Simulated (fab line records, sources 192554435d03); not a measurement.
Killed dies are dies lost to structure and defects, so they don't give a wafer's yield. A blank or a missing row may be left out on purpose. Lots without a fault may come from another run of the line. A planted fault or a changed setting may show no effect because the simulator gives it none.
Which tool did it? | flow n5_finfet | 10 lots, 28 wafers sampled, at 5 steps of a route of 1938

WHAT THE GAUGES READ, wafer by wafer
N5_MOL_CONTACT_COAG_OVL_MEAS_41. Usual: VD_OVL -0.1 nm, standard deviation 0.85.
lot  | measured     | on         | VD_OVL (nm)    | flag
L753 | day 5 10:24  | overlay-01 | -1.0 -0.3 -0.3 |
L755 | day 6 03:49  | overlay-02 | -0.9 -0.6 -1.4 |
L756 | day 6 08:22  | overlay-02 | -0.2 0.3 0.9   |
L761 | day 7 03:04  | overlay-02 | -0.3 -0.5 0.1  |
L762 | day 7 10:43  | overlay-02 | -1.1 -0.6 -1.5 |
L763 | day 7 21:12  | overlay-02 | -0.3 0.2 -0.5  |
L770 | day 9 07:39  | overlay-01 | 1.5 0.6 1.9    |
L773 | day 10 09:11 | overlay-02 | -0.6 0.3       |
L774 | day 10 11:26 | overlay-02 | 0.1 -0.9       |
L775 | day 10 15:17 | overlay-02 | -1.1 -1.3 -0.4 |

N5_BEOL_M4_RC_MEAS_101. Usual: DIBL_N 36.5 mV/V, standard deviation 2.2; DIBL_P 36.9 mV/V, standard deviation 2.9; IOFF_N 0.17 nA/um, standard deviation 0.044; IOFF_P 0.22 nA/um, standard deviation 0.052; ION_N 671 uA/um, standard deviation 16; ION_P 461 uA/um, standard deviation 10; SS_N 71.6 mV/dec, standard deviation 0.73; SS_P 73.5 mV/dec, standard deviation 0.79; VT_N 250 mV, standard deviation 4.1; VT_P -250 mV, standard deviation 4.1.
lot  | measured     | on        | DIBL_N (mV/V)  | DIBL_P (mV/V)  | IOFF_N (nA/um) | IOFF_P (nA/um) | ION_N (uA/um) | ION_P (uA/um) | SS_N (mV/dec)  | SS_P (mV/dec)  | VT_N (mV)   | VT_P (mV)      | flag
L753 | day 8 10:38  | prober-01 | 34.2 35.1 32.4 | 34.7 37.1 30.0 | 0.12 0.13 0.09 | 0.16 0.19 0.10 | 667 674 647   | 455 463 440   | 70.9 71.0 70.4 | 72.1 72.9 71.1 | 253 252 260 | -255 -254 -262 |
L755 | day 9 11:28  | prober-01 | 34.2 37.0 35.7 | 34.5 38.1 37.1 | 0.11 0.16 0.13 | 0.18 0.22 0.21 | 655 655 668   | 451 448 463   | 71.1 72.2 71.2 | 72.1 73.3 72.9 | 258 250 252 | -254 -252 -251 |
L756 | day 9 15:00  | prober-01 | 37.2 35.6 36.1 | 35.2 36.2 35.9 | 0.16 0.14 0.15 | 0.19 0.22 0.22 | 653 658 670   | 439 462 457   | 72.2 71.2 71.4 | 72.8 72.7 73.2 | 253 254 253 | -253 -250 -251 |
L761 | day 11 02:48 | prober-01 | 35.8 37.1 34.8 | 35.2 38.6 32.0 | 0.14 0.16 0.13 | 0.19 0.24 0.14 | 670 652 638   | 454 453 436   | 71.9 72.5 72.4 | 73.4 73.8 72.6 | 253 248 258 | -253 -250 -258 |
L762 | day 10 18:16 | prober-01 | 38.5 42.5 39.5 | 37.3 43.5 39.5 | 0.19 0.31 0.23 | 0.25 0.40 0.30 | 694 705 695   | 466 483 477   | 72.3 72.5 72.6 | 73.6 75.3 73.9 | 247 241 247 | -248 -241 -245 |
L763 | day 11 12:47 | prober-02 | 36.4 36.7 37.2 | 37.6 38.7 40.4 | 0.18 0.16 0.22 | 0.21 0.23 0.25 | 671 677 709   | 452 466 475   | 71.5 71.2 71.3 | 73.4 74.4 73.4 | 247 246 243 | -252 -249 -247 |
L770 | day 13 02:46 | prober-02 | 34.6 38.4 37.3 | 35.2 41.1 39.9 | 0.13 0.23 0.18 | 0.19 0.30 0.30 | 662 700 656   | 461 477 459   | 71.6 71.5 71.9 | 72.9 74.3 74.1 | 252 240 248 | -250 -246 -244 |
L773 | day 14 03:44 | prober-02 | 35.1 40.6      | 34.2 41.2      | 0.16 0.31      | 0.24 0.38      | 682 707       | 478 487       | 71.1 72.5      | 72.9 74.8      | 251 241     | -243 -238      |
L774 | day 14 06:13 | prober-02 | 38.1 36.0      | 37.4 34.1      | 0.16 0.12      | 0.24 0.16      | 648 654       | 447 448       | 71.6 71.5      | 74.0 72.8      | 252 256     | -250 -254      |
L775 | day 14 05:49 | prober-01 | 35.3 38.1 37.8 | 35.5 38.7 39.4 | 0.14 0.18 0.17 | 0.18 0.23 0.25 | 666 674 668   | 461 463 461   | 70.9 71.7 71.4 | 73.1 74.3 74.4 | 250 247 248 | -252 -249 -252 |

WHICH TOOL RAN EACH LOT (tool, then ch and the chambers of the sampled wafers, then the start)
lot  | N5_MOL_CONTACT_COAG_ALD_27        | N5_MOL_CONTACT_COAG_ETCHBACK_132  | N5_MOL_CONTACT_COAG_COAT_34
L753 | ald_sin-01 ch 0,1,3, day 5 05:05  | rie_diel-06 ch 2,3, day 5 08:33   | litho_track-03 ch 0, day 5 09:05
L755 | ald_sin-01 ch 1,2, day 5 23:41    | rie_diel-05 ch 0,2,3, day 6 02:55 | litho_track-01 ch 0, day 6 03:28
L756 | ald_sin-03 ch 0,2,3, day 6 03:47  | rie_diel-05 ch 1,2,3, day 6 07:23 | litho_track-03 ch 0, day 6 07:56
L761 | ald_sin-01 ch 0,1, day 6 22:20    | rie_diel-06 ch 1,3, day 7 02:13   | litho_track-03 ch 0, day 7 02:45
L762 | ald_sin-01 ch 0,1,2, day 7 06:33  | rie_diel-06 ch 0,3, day 7 09:44   | litho_track-03 ch 0, day 7 10:16
L763 | ald_sin-02 ch 0,2, day 7 16:39    | rie_diel-05 ch 1,3, day 7 20:14   | litho_track-03 ch 0, day 7 20:46
L770 | ald_sin-01 ch 1,2,3, day 9 02:40  | rie_diel-06 ch 0,1,2, day 9 06:41 | litho_track-04 ch 0, day 9 07:13
L773 | ald_sin-02 ch 2, day 10 04:20     | rie_diel-02 ch 0, day 10 08:21    | litho_track-01 ch 0, day 10 08:53
L774 | ald_sin-02 ch 1,2, day 10 07:16   | rie_diel-06 ch 2,3, day 10 10:35  | litho_track-03 ch 0, day 10 11:07
L775 | ald_sin-01 ch 0,1,3, day 10 10:46 | rie_diel-02 ch 1,3, day 10 14:19  | litho_track-01 ch 0, day 10 14:51
- N5_MOL_CONTACT_COAG_ALD_27: deposits SiOC, target thk 17 nm, pulse time 1.5 s, time 2720 s.
- N5_MOL_CONTACT_COAG_ETCHBACK_132: etches SiO2 in CHF3, target depth 10 nm, time 6.7 s.
- N5_MOL_CONTACT_COAG_COAT_34: resist thk 40 nm.

WHAT THE TOOLS THEMSELVES READ (means of the sampled wafers that have a number; where no wafer has one, the mark that the record gives instead)
N5_MOL_CONTACT_COAG_ALD_27. Usual: heater_power_outer_w 522 W, standard deviation 44; heater_power_w 849 W, standard deviation 70; precursor_pulse_height_rel 0.998, standard deviation 0.022.
lot  | tool       | heater_power_outer_w (W) | heater_power_w (W) | precursor_pulse_height_rel | flag
L753 | ald_sin-01 | 500                      | 808                | 1.005                      |
L755 | ald_sin-01 | 516                      | 838                | 0.998                      |
L756 | ald_sin-03 | 556                      | 883                | 0.995                      |
L761 | ald_sin-01 | 504                      | 802                | 1.033                      |
L762 | ald_sin-01 | 515                      | 844                | 1.016                      |
L763 | ald_sin-02 | 516                      | 821                | 0.986                      |
L770 | ald_sin-01 | 484                      | 818                | 0.987                      |
L773 | ald_sin-02 | 522                      | 842                | 0.956                      |
L774 | ald_sin-02 | 510                      | 838                | 1.000                      |
L775 | ald_sin-01 | 482                      | 803                | 0.999                      |

N5_MOL_CONTACT_COAG_ETCHBACK_132. Usual: chamber_pressure_mTorr 30.001 mTorr, standard deviation 0.028; drypump_motor_current_A 5.6 A, standard deviation 0.53; oes_product_au 0.78 a.u., standard deviation 0.083; rf_vpp_V 518 V, standard deviation 13; showerhead_plenum_p_Torr 2.40 Torr, standard deviation 0.053; throttle_valve_pct 18.69 %, standard deviation 0.29.
lot  | tool        | chamber_pressure_mTorr (mTorr) | drypump_motor_current_A (A) | oes_product_au (a.u.) | rf_vpp_V (V) | showerhead_plenum_p_Torr (Torr) | throttle_valve_pct (%) | flag
L753 | rie_diel-06 | 30.009                         | 5.2                         | 0.78                  | 532          | 2.39                            | 18.60                  |
L755 | rie_diel-05 | 30.008                         | 5.9                         | 0.80                  | 509          | 2.36                            | 18.62                  |
L756 | rie_diel-05 | 30.022                         | 5.5                         | 0.76                  | 513          | 2.40                            | 18.61                  |
L761 | rie_diel-06 | 29.974                         | 5.4                         | 0.88                  | 531          | 2.36                            | 18.20                  |
L762 | rie_diel-06 | 30.012                         | 5.1                         | 0.79                  | 514          | 2.42                            | 18.70                  |
L763 | rie_diel-05 | 30.019                         | 5.4                         | 0.70                  | 524          | 2.42                            | 18.69                  |
L770 | rie_diel-06 | 29.983                         | 5.7                         | 0.84                  | 519          | 2.43                            | 18.61                  |
L773 | rie_diel-02 | 29.996                         | 6.2                         | 0.68                  | 537          | 2.45                            | 19.18                  |
L774 | rie_diel-06 | 29.997                         | 5.2                         | 0.91                  | 531          | 2.37                            | 18.40                  |
L775 | rie_diel-02 | 29.977                         | 5.6                         | 0.81                  | 514          | 2.39                            | 18.92                  |

N5_MOL_CONTACT_COAG_COAT_34. Usual: chill_plate_temp_C 23.02 C, standard deviation 0.11; spin_speed_rpm 1500.0 rpm, standard deviation 0.95.
lot  | tool           | chill_plate_temp_C (C) | spin_speed_rpm (rpm) | flag
L753 | litho_track-03 | 23.11                  | 1501.4               |
L755 | litho_track-01 | 22.86                  | 1500.0               |
L756 | litho_track-03 | 22.88                  | 1500.5               |
L761 | litho_track-03 | 23.03                  | 1560.4               | OFF
L762 | litho_track-03 | 23.05                  | 1559.2               | OFF
L763 | litho_track-03 | 22.86                  | 1558.5               | OFF
L770 | litho_track-04 | 23.07                  | 1499.6               |
L773 | litho_track-01 | 23.13                  | 1501.5               |
L774 | litho_track-03 | 23.02                  | 1499.4               |
L775 | litho_track-01 | 22.96                  | 1500.4               |

THE ANSWER, worked out from the rows above alone
Rule: a lot is off if the mean of its wafers that have a number lies more than 3 standard deviations from the usual mean. A lot without any number at a reading at which 4 lots or more have one is off too. The other lots that the step has rows for count as sound. The gauges are gone through in route order, then the tools' own readings, and for those a lot's mean is taken as printed above. The first step at which some lot is off is used, and at that step the reading that is off furthest; a lot without a number counts as furthest.
Off: L761, L762, L763, at N5_MOL_CONTACT_COAG_COAT_34 (spin_speed_rpm).
A tool fits if, at that step or a process step before it, it ran every lot that is off, and no sound lot after the first of them. None of those tried fits.

WHAT THE SIMULATOR HAD PUT IN
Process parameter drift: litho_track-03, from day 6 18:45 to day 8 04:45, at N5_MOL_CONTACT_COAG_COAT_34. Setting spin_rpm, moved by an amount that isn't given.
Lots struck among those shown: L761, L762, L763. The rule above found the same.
